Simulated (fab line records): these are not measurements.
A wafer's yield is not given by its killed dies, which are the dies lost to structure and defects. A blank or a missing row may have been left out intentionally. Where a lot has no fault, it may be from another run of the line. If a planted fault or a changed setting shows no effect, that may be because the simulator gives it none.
Chamber matching ; flow n5_finfet ; rie_diel-03 running N5_PASSIVATION_STRIP_14: 3 sister chambers
The step strips in O2. 6 wafers are shown with their chamber, then 5 later ones without.

## WAFERS PAIRED WITH THEIR CHAMBERS
wafer;chamber;drypump_motor_current_A (A);showerhead_plenum_p_Torr (Torr)
L074.5;1;5.9;2.13
L078.1;1;5.9;2.13
L086.5;0;5.2;2.03
L086.6;3;6.5;2.09
L092.3;0;5.2;2.02
L092.5;3;6.4;2.08

## WAFERS WITHOUT THEIR CHAMBER
wafer;drypump_motor_current_A (A);showerhead_plenum_p_Torr (Torr)
L092.6;5.2;2.02
L094.1;6.4;2.08
L094.3;5.9;2.12
L094.4;5.9;2.12
L097.3;6.4;2.08

## EACH ONE'S CHAMBER
wafer;from the rows above;in truth
L092.6;0;0
L094.1;3;3
L094.3;1;1
L094.4;1;1
L097.3;3;3
5 of 5 placed correctly. From these rows, 0 cannot be placed. Number placed wrongly: 0.
How it was worked out, from the rows above alone: a wafer's distance from a chamber is the root of the sum, over the readings, of the square of ((its reading less the chamber's mean) divided by the reading's scatter). If the next closest chamber is less than 2 further off than the closest, the wafer can't be placed; otherwise it belongs to the closest. For every chamber, the mean is computed from those of its wafers that are shown. The scatter is the square root of a quotient: the sum, over the shown wafers, of each reading's squared deviation from its chamber's mean, divided by wafers minus chambers.
